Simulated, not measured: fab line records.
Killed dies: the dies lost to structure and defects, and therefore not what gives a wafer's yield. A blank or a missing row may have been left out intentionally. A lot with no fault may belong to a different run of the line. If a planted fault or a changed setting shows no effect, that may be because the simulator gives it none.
fab line records	flow n5-finfet
[record] lots = 14	wafers = 42	last-day = 17
route steps=1938 shown BEOL_M0_SAQP@698 BEOL_M0_CUTY@705 BEOL_M0@716
lots that met no fault: taken from a fault-free run of the same line
start-h: hours from the record's opening day to when the first of the lot's shown wafers began	wait-h: hours from the lot's prior step to this one	" as in the row above	L1.1+2: a row that stands for several wafers	- either no value or no given start	* or withheld: withheld	< > ~ a bound
route shown NAME@n: NAME is a module with steps in the file, n the number in the route of the first one	usual: mean/standard deviation taken from wafers without a fault	same: alike in all rows	chamber/n: place in a boat	sites: per-site readings	_std_site: the values' standard deviation	_edge_site: mean of outer sites minus mean of inner sites	radius-mm: for every site, how far away it sits from the centre of the wafer	mask NAME#n: copy n	behind: tool/chamber where the wafer was last shaped	hold: why the lot was held/for how many hours/how that ended	device: names the non-switching transistor (n, p or np)	end of line: tests run on the same wafers once the route is complete	a step without rows: its recipe alone	killed: at the first sort, the dies lost to defects and structure; wafer yield is something else	map: shows each die of a wafer: x if killed, . if not, _ if none is there
set.NAME: the setting the step ran with; set.NAME@STEP: the setting that earlier step ran with	model.NAME: the simulator's own value behind a step, which no gauge read
route steps across a sampled set of lots; one table per step, one row per wafer
services: a tool's chamber out of use, with start hour (start-h, from the record's first day; less than 0 if before it), hours out, and reason
[[steps]]
[step N5_BEOL_M0_SAQP_ALD_48]
[recipe] material = SiO2	target-thk-a = 200	temp-c = 100	ald-precursor-family = BDEAS	ald-co-reactant = O2-plasma	pulse-time-s = 1	co-reactant-pulse-time-s = 1	purge-time-s = 2	co-reactant-purge-time-s = 2	ald-cycles = 139	pressure-torr = 2
[usual] heater-power-w = 79/7.7	precursor-pulse-height-rel = 0.999/0.02
[same] ald-cycles = 139
lot.wafer	tool	chamber	start-h	wait-h	heater-power-w	precursor-pulse-height-rel
L659.2	ald-sin-01	1	121.86	0.0	65	0.994
L659.3	"	2	"	"	77	0.984
L659.6	"	2	"	"	75	0.999
L660.3	ald-sin-01	3	133.79	0.0	81	0.990
L660.4	"	2	"	"	75	1.008
L660.6	"	3	"	"	85	0.992
L662.1	ald-sin-04	1	146.28	0.2	91	0.991
L662.5	"	0	"	"	70	1.016
L662.6	"	3	"	"	83	0.999
L663.1	ald-sin-04	1	152.16	1.1	88	0.981
L663.4	"	0	"	"	70	1.015
L663.6	"	2	"	"	87	0.993
L664.4	ald-sin-01	2	158.08	0.0	76	1.001
L664.5	"	3	"	"	83	0.971
L664.6	"	2	"	"	75	0.972
L667.1	ald-sin-04	1	171.87	0.0	88	0.961
L667.2	"	0	"	"	69	1.022
L667.3	"	2	"	"	82	0.981
L668.2	ald-sin-02	0	185.22	0.0	69	0.986
L668.3	"	2	"	"	78	1.001
L668.4	"	3	"	"	69	1.011
L672.3	ald-sin-04	1	200.70	0.1	91	0.990
L672.5	"	3	"	"	83	1.010
L672.6	"	1	"	"	89	0.980
L674.2	ald-sin-01	0	216.50	0.0	81	1.038
L674.5	"	0	"	"	81	0.977
L674.6	"	1	"	"	64	0.976
L675.1	ald-sin-01	1	223.82	0.0	63	0.989
L675.4	"	3	"	"	83	0.990
L675.6	"	3	"	"	83	1.019
L677.1	ald-sin-04	2	240.63	0.2	85	0.964
L677.2	"	0	"	"	71	0.984
L677.6	"	3	"	"	83	1.013
L678.1	ald-sin-04	1	242.36	0.0	89	1.001
L678.2	"	0	"	"	70	0.942
L678.4	"	2	"	"	86	1.009
L679.2	ald-sin-01	0	248.02	0.0	81	0.991
L679.4	"	2	"	"	78	1.026
L679.5	"	3	"	"	84	1.032
L680.1	ald-sin-04	1	253.15	0.3	90	0.988
L680.2	"	0	"	"	71	1.025
L680.5	"	1	"	"	88	1.017
[step N5_BEOL_M0_SAQP_STRIP_75]
[recipe] chemistry = CF4	resist = SiARC	power-w = 300	bias-power-w = 75	pressure-mtorr = 50	cf4-flow-sccm = 150	rf-frequency-hz = 6e+07
[usual] drypump-motor-current-A = 5.8/0.39	oes-product-au = 0.183/0.016	rf-vpp-V = 271.4/1	showerhead-plenum-p-Torr = 1.80/0.033	throttle-valve-pct = 13.6/0.31
lot.wafer	tool	chamber	start-h	wait-h	drypump-motor-current-A	oes-product-au	rf-hours-counter-h	rf-vpp-V	showerhead-plenum-p-Torr	throttle-valve-pct
L659.2	rie-diel-03	0	122.49	0.1	6.2	0.183	107	270.1	1.74	13.3
L659.3	"	1	"	"	6.2	0.172	136	272.2	1.87	13.5
L659.6	"	2	"	"	5.5	0.173	-	273.6	1.81	13.5
L660.3	rie-diel-05	3	134.45	0.1	5.4	0.184	158	271.6	1.80	14.1
L660.4	"	1	"	"	6.2	0.193	-	272.1	1.82	13.8
L660.6	"	0	"	"	5.7	0.161	-	269.7	1.78	13.9
L662.1	rie-diel-01	2	146.91	0.1	5.7	0.201	44	269.6	1.76	13.3
L662.5	"	2	"	"	5.7	0.200	-	270.5	1.76	13.3
L662.6	"	1	"	"	5.7	0.195	-	270.8	1.82	13.4
L663.1	rie-diel-03	1	152.80	0.1	6.1	0.175	145	272.2	1.87	13.5
L663.4	"	3	"	"	6.2	0.207	27	272.7	1.82	13.3
L663.6	"	2	"	"	5.5	0.170	-	272.4	1.80	13.5
L664.4	rie-diel-05	3	158.89	0.1	5.4	0.170	168	271.8	1.80	14.1
L664.5	"	1	"	"	6.2	0.186	-	271.8	1.82	13.8
L664.6	"	0	"	"	5.7	0.161	-	270.1	1.77	14.0
L667.1	rie-diel-01	0	172.50	0.1	5.6	0.180	133	271.4	1.80	13.5
L667.2	"	3	"	"	5.1	0.161	249	271.1	1.83	13.7
L667.3	"	2	"	"	5.7	0.194	53	271.1	1.76	13.3
L668.2	rie-diel-03	0	185.85	0.1	6.2	0.180	125	269.1	1.74	13.4
L668.3	"	2	"	"	5.4	0.175	147	270.7	1.80	13.6
L668.4	"	1	"	"	6.1	0.174	154	272.7	1.87	13.6
L672.3	rie-diel-05	0	201.33	0.1	5.7	0.153	234	270.2	1.77	14.0
L672.5	"	0	"	"	5.7	0.157	-	270.5	1.77	14.0
L672.6	"	1	"	"	6.2	0.184	-	272.3	1.81	13.8
L674.2	rie-diel-05	1	217.34	0.1	6.2	0.182	107	269.6	1.81	13.8
L674.5	"	0	"	"	5.7	0.159	-	270.5	1.77	14.0
L674.6	"	1	"	"	6.2	0.182	-	272.3	1.81	13.8
L675.1	rie-diel-05	0	224.44	0.1	5.7	0.158	240	271.1	1.77	14.0
L675.4	"	2	"	"	5.0	0.205	38	271.7	1.82	13.0
L675.6	"	1	"	"	6.2	0.187	-	271.0	1.81	13.8
L677.1	rie-diel-03	1	241.26	0.1	6.2	0.167	169	271.0	1.86	13.6
L677.2	"	2	"	"	5.4	0.175	163	272.3	1.79	13.6
L677.6	"	2	"	"	5.4	0.166	-	272.2	1.80	13.6
L678.1	rie-diel-05	3	243.05	0.1	5.4	0.165	190	270.5	1.79	14.1
L678.2	"	1	"	"	6.2	0.181	115	269.4	1.81	13.9
L678.4	"	2	"	"	5.0	0.197	43	271.9	1.82	13.0
L679.2	rie-diel-05	0	248.67	0.1	5.7	0.162	247	272.0	1.77	14.0
L679.4	"	3	"	"	5.4	0.167	192	271.1	1.79	14.1
L679.5	"	2	"	"	5.0	0.204	-	271.2	1.82	13.0
L680.1	rie-diel-01	0	253.78	0.1	5.6	0.178	158	271.4	1.79	13.6
L680.2	"	3	"	"	5.1	0.220	18	272.1	1.83	13.2
L680.5	"	1	"	"	5.7	0.182	-	270.1	1.81	13.5
[step N5_BEOL_M0_CUTY_EXPOSE_54]
[recipe] mask-id = M0_ABLK	na = 1.35	source-shape = conventional	sigma-outer = 0.8	polarization = unpolarized	dose-mj = 36
[usual] exposure-dose-mJ-cm2 = 36.04/0.13	focus-offset-nm = 0.0/0.53
lot.wafer	tool	chamber	start-h	wait-h	mask	exposure-dose-mJ-cm2	focus-offset-nm
L659.2	arfi-scanner-01	0	122.76	-	M0_ABLK#0	35.98	-0.4
L659.3	"	0	"	"	M0_ABLK#0	35.97	-0.1
L659.6	"	0	"	"	M0_ABLK#0	36.01	-0.4
L660.3	arfi-scanner-02	0	134.73	-	M0_ABLK#0	35.91	0.1
L660.4	"	0	"	"	M0_ABLK#0	35.99	0.7
L660.6	"	0	"	"	M0_ABLK#0	35.95	0.7
L662.1	arfi-scanner-01	0	147.18	-	M0_ABLK#0	36.04	-0.2
L662.5	"	0	"	"	M0_ABLK#0	35.99	-0.5
L662.6	"	0	"	"	M0_ABLK#0	35.95	0.3
L663.1	arfi-scanner-03	0	153.07	-	M0_ABLK#0	36.32	-0.8
L663.4	"	0	"	"	M0_ABLK#0	36.27	-0.3
L663.6	"	0	"	"	M0_ABLK#0	36.23	-0.2
L664.4	arfi-scanner-02	0	159.17	-	M0_ABLK#0	35.90	0.5
L664.5	"	0	"	"	M0_ABLK#0	35.89	-0.5
L664.6	"	0	"	"	M0_ABLK#0	35.94	0.0
L667.1	arfi-scanner-02	-	172.77	-	M0_ABLK#0	-	-
L667.2	"	-	"	"	M0_ABLK#0	-	-
L667.3	"	-	"	"	M0_ABLK#0	-	-
L668.2	arfi-scanner-02	-	186.00	-	M0_ABLK#0	-	-
L668.3	"	-	"	"	M0_ABLK#0	-	-
L668.4	"	-	"	"	M0_ABLK#0	-	-
L672.3	arfi-scanner-01	0	201.48	-	M0_ABLK#0	35.92	-0.5
L672.5	"	0	"	"	M0_ABLK#0	35.93	0.0
L672.6	"	0	"	"	M0_ABLK#0	35.93	0.8
L674.2	arfi-scanner-03	0	217.62	-	M0_ABLK#0	36.24	0.5
L674.5	"	0	"	"	M0_ABLK#0	36.24	0.4
L674.6	"	0	"	"	M0_ABLK#0	36.24	0.5
L675.1	arfi-scanner-02	0	224.74	-	M0_ABLK#0	35.88	0.2
L675.4	"	0	"	"	M0_ABLK#0	35.91	0.7
L675.6	"	0	"	"	M0_ABLK#0	35.90	0.2
L677.1	arfi-scanner-01	0	241.40	-	M0_ABLK#0	36.01	0.6
L677.2	"	0	"	"	M0_ABLK#0	36.04	-0.3
L677.6	"	0	"	"	M0_ABLK#0	36.02	0.9
L678.1	arfi-scanner-01	0	243.19	-	M0_ABLK#0	36.01	-0.4
L678.2	"	0	"	"	M0_ABLK#0	36.00	0.5
L678.4	"	0	"	"	M0_ABLK#0	36.02	0.0
L679.2	arfi-scanner-01	0	248.82	-	M0_ABLK#0	36.02	0.8
L679.4	"	0	"	"	M0_ABLK#0	36.03	-0.2
L679.5	"	0	"	"	M0_ABLK#0	36.06	-0.2
L680.1	arfi-scanner-03	0	254.05	-	M0_ABLK#0	36.26	-0.4
L680.2	"	0	"	"	M0_ABLK#0	36.27	-0.7
L680.5	"	0	"	"	M0_ABLK#0	36.29	-0.4
[step N5_BEOL_M0_HM_OPEN_105]
[recipe] chemistry = Cl2/BCl3	target-depth-a = 120	target = TiN	ion-energy-ev = 150	pressure-mtorr = 10	icp-w = 1000	bias-w = 126	Cl2_flow_sccm = 53.25	bcl3-flow-sccm = 21.75	Ar_flow_sccm = 25
[usual] drypump-motor-current-A = 6.00/0.22	oes_ar_750_au = 0.72/0.11	oes-product-au = 0.73/0.12	throttle-valve-pct = 22.11/0.24
lot.wafer	tool	chamber	start-h	wait-h	drypump-motor-current-A	oes_ar_750_au	oes-product-au	rf-hours-counter-h	throttle-valve-pct
L659.2	rie-metal-01	0	124.09	0.9	6.41	0.80	0.78	33	21.99
L659.3	"	1	"	"	5.74	0.64	0.64	-	21.95
L659.6	"	0	"	"	6.42	0.78	0.79	-	22.00
L660.3	rie-metal-01	1	135.58	0.4	5.73	0.64	0.65	-	21.97
L660.4	"	0	"	"	6.39	0.80	0.79	-	22.01
L660.6	"	1	"	"	5.73	0.64	0.64	-	21.96
L662.1	rie-metal-01	0	147.71	0.1	6.37	0.79	0.78	34	22.00
L662.5	"	0	"	"	6.40	0.79	0.78	-	22.01
L662.6	"	1	"	"	5.72	0.64	0.64	-	21.95
L663.1	rie-metal-02	0	153.59	0.1	6.05	0.61	0.62	129	22.44
L663.4	"	0	"	"	6.09	0.61	0.62	-	22.44
L663.6	"	0	"	"	6.07	0.61	0.62	-	22.43
L664.4	rie-metal-02	1	162.24	2.6	5.84	0.74	0.73	-	22.01
L664.5	"	1	"	"	5.83	0.73	0.74	-	22.01
L664.6	"	0	"	"	6.12	0.61	0.61	-	22.44
L672.3	rie-metal-01	1	202.08	0.2	5.70	0.63	0.63	-	21.98
L672.5	"	1	"	"	5.70	0.63	0.63	-	21.99
L672.6	"	0	"	"	6.43	0.77	0.77	-	22.00
L674.2	rie-metal-02	1	219.21	1.1	5.82	0.71	0.73	-	22.01
L674.5	"	1	"	"	5.80	0.72	0.73	-	22.00
L674.6	"	1	"	"	5.81	0.72	0.74	-	22.01
L675.1	rie-metal-01	0	226.25	0.4	6.35	0.77	0.76	43	22.00
L675.4	"	1	"	"	5.73	0.63	0.63	-	21.96
L675.6	"	1	"	"	5.75	0.63	0.63	-	21.96
L678.1	rie-metal-01	1	249.60	5.4	5.75	0.63	0.63	102	21.98
L678.2	"	0	"	"	6.34	0.76	0.76	44	22.02
L678.4	"	0	"	"	6.37	0.77	0.76	-	22.03
L677.1	rie-metal-02	0	249.79	6.6	6.09	0.97	1.00	0	22.12
L677.2	"	1	"	"	5.81	0.71	0.72	62	22.02
L677.6	"	1	"	"	5.82	0.72	0.72	-	22.02
L679.2	rie-metal-03	0	253.29	4.0	5.76	0.98	0.98	1	22.16
L679.4	"	1	"	"	6.12	0.82	0.82	-	21.81
L679.5	"	0	"	"	5.78	0.98	0.98	-	22.17
L680.1	rie-metal-03	1	254.58	0.1	6.17	0.82	0.83	30	21.79
L680.2	"	0	"	"	5.78	0.98	0.98	1	22.15
L680.5	"	0	"	"	5.80	0.98	0.98	-	22.16
[[services]]
tool	chamber	start-h	hours	kind
ald-sin-04	0	102.95	12.7	repair
rie-diel-05	0	106.62	15.8	repair
rie-metal-02	0	110.07	1.7	repair
arfi-scanner-01	-	116.78	0.8	pm
ald-sin-02	3	122.06	3.6	repair
arfi-scanner-02	-	123.22	1.0	pm
rie-diel-01	0	123.95	6.4	repair
arfi-scanner-03	-	124.19	0.8	pm
rie-metal-02	1	143.60	13.3	repair
arfi-scanner-01	-	149.09	1.0	pm
arfi-scanner-01	-	156.04	3.9	pm
arfi-scanner-01	-	160.05	1.3	pm
arfi-scanner-02	-	168.42	1.3	pm
arfi-scanner-03	-	172.39	7.4	repair
ald-sin-01	-	178.65	14.0	pm
ald-sin-04	0	179.12	45.6	repair
rie-metal-02	1	182.26	13.6	repair
arfi-scanner-03	-	185.99	4.8	pm
arfi-scanner-01	-	200.56	0.4	repair
rie-metal-03	0	201.58	16.2	repair
ald-sin-01	-	208.46	4.3	pm
arfi-scanner-03	-	224.10	1.0	pm
rie-diel-01	-	232.90	2.8	pm
rie-diel-03	2	248.66	32.5	repair
[[key]]
[first-sign] step = N5_BEOL_M0_CUTY_EXPOSE_54	reading = tool-record	direction = missing
effect none on later readings
met-at N5_BEOL_M0_CUTY_EXPOSE_54
struck-lots L667,L668
later-rows-left-out L667.1,L667.2,L667.3,L668.2,L668.3,L668.4
sort-left-out L667.1,L667.2,L667.3,L668.2,L668.3,L668.4
not-acting-at N5_BEOL_M0_SAQP_ALD_48,N5_BEOL_M0_SAQP_STRIP_75,N5_BEOL_M0_HM_OPEN_105
onset-between 159.17 172.77
[fault] kind = skipped-step-whole	tool = arfi-scanner-02	chamber = -	onset-h = 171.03	steps = N5_BEOL_M0_CUTY_EXPOSE_54	scope = struck-lots-only
// sort-left-out: the simulated sort isn't trusted on such a fault, so these wafers' sort isn't shown, and their yield isn't known
// later-rows-left-out: the simulator's readings of these wafers behind a module that went badly wrong aren't trusted and aren't shown, but for the sort
